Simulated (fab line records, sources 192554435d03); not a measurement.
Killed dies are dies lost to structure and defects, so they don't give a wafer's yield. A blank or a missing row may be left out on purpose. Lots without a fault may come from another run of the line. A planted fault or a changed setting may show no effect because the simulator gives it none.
Problem report in the 8D (eight disciplines) form, filled by code | flow n5_finfet | the parts of the form that need people (team, actions taken, sign-off) are left out

1. THE PROBLEM
killed_at_M4_up at N5_PASSIVATION_PROBE_49 reads a mean of 104 on 1 wafer of 1 lot; wafers without a fault read 14 with a standard deviation of 5.2. That is +17 standard deviations from the usual mean.
First seen on wafer L286.3, day 18 04:05, on prober-01. The record holds 3 wafers of 1 lot with a number at this step. Rule for "out", or "out of limits": more than 4 standard deviations from the usual mean. The other wafers with a number count as sound.

2. WHAT IT IS AND WHAT IT IS NOT
question                    | is                | is not
which readings at this step | killed_at_M4_up   | killed_at_M0_to_M3, killed_at_contacts, killed_at_front_end, killed_at_other, killed_open, killed_short, sort_bin_6_memory
which lots                  | L286              | -
which wafers of those lots  | L286.3            | L286.2, L286.4
read on which tools         | prober-01         | -
when                        | from day 18 04:05 | up to then (1 sound wafer); but 1 sound wafer of L286 came after

3. SUSPECTS, AND WHAT RULES EACH OUT
Counting: a tool at a process step up to the reading stays a suspect if it ran every lot that is out. Sound lots after the first of them don't rule it out here, since some wafers of a struck lot are sound.
- rie_diel-03 at N5_BEOL_M5_DESCUM_16 (chemistry O2, time 7 s): kept. It ran the lot that is out, L286 (day 14 02:35).
- rie_diel-03 at N5_BEOL_M5_ETCH_62 (etches SOC in N2/H2, target depth 75 nm, overetch 15 nm, time 112.5 s): kept. It ran the lot that is out, L286 (day 14 02:40).
- rie_diel-01 at N5_BEOL_M5_STRIP_19 (strips in O2): kept. It ran the lot that is out, L286 (day 14 02:57).
- rie_diel-01 at N5_BEOL_M5_ETCH_75 (etches underlayer in N2/H2, target depth 6.5 nm, time 5.2 s): kept. It ran the lot that is out, L286 (day 14 04:37).
- prober-01 at N5_PASSIVATION_PROBE_49: kept. It ran the lot that is out, L286 (day 18 04:02). Its own readings are out on those wafers: killed_at_M4_up.
- Within rie_diel-03 at N5_BEOL_M5_DESCUM_16: the wafers that are out ran in chamber 3; their sound lot-mates ran in chambers 0, 2.
- Within rie_diel-03 at N5_BEOL_M5_ETCH_62: the wafers that are out ran in chamber 3; their sound lot-mates ran in chambers 0, 2.
- Within rie_diel-01 at N5_BEOL_M5_STRIP_19: the wafers that are out ran in chamber 0; their sound lot-mates ran in chamber 1.
Left after counting: rie_diel-03 at N5_BEOL_M5_DESCUM_16, rie_diel-03 at N5_BEOL_M5_ETCH_62, rie_diel-01 at N5_BEOL_M5_STRIP_19, rie_diel-01 at N5_BEOL_M5_ETCH_75, prober-01 at N5_PASSIVATION_PROBE_49.

4. THE CAUSE (what the simulator had put in)
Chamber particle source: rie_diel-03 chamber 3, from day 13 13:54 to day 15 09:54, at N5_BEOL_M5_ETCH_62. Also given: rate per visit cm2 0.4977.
Counting left 5 suspects, and this tool is among them.

5. THE CHAIN OF EFFECTS, in route order
Each row: a reading whose mean over the struck wafers that have a number lies more than 3 standard deviations from the usual. Only readings for which the record gives a usual standard deviation are gone through. hours: the time from each lot's start at the first step in this table that gives one to its start at this step, as a median over the lots. sigmas: the change in usual standard deviations.
hours | step                    | reading              | usual  | on struck wafers | change | sigmas
0     | N5_BEOL_M5_INSPECT_30   | raw_defect_count     | 388    | 663              | +275   | +3.1
96    | N5_PASSIVATION_PROBE_49 | defect_limited_yield | 91.1 % | 86.4             | -4.7   | -3.4
96    | N5_PASSIVATION_PROBE_49 | killed_at_M4_up      | 14     | 104              | +90    | +17
96    | N5_PASSIVATION_PROBE_49 | killed_dies          | 105    | 160              | +55    | +3.4
96    | N5_PASSIVATION_PROBE_49 | sort_bin_5_function  | 5.2 %  | 8.6              | +3.4   | +3.8
96    | N5_PASSIVATION_PROBE_49 | sort_n_pass          | 1074   | 1020             | -54    | -3.4
96    | N5_PASSIVATION_PROBE_49 | sort_yield_pct       | 91.1 % | 86.4             | -4.7   | -3.4
The process steps in it:
- N5_PASSIVATION_PROBE_49

6. WHAT WOULD HAVE CAUGHT IT SOONER
In this record the first reading out of limits was taken at day 18 04:05, 110 hours after the fault began at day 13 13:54.
Of the tool readings at N5_BEOL_M5_ETCH_62 for which the record gives a usual standard deviation, none was out on any struck wafer, so an alarm limit of 4 standard deviations on them would not have fired.
All the lots that are out (1) had begun N5_BEOL_M5_ETCH_62 on rie_diel-03 by day 18 04:05. A hold on the tool at that time would have spared none of them.
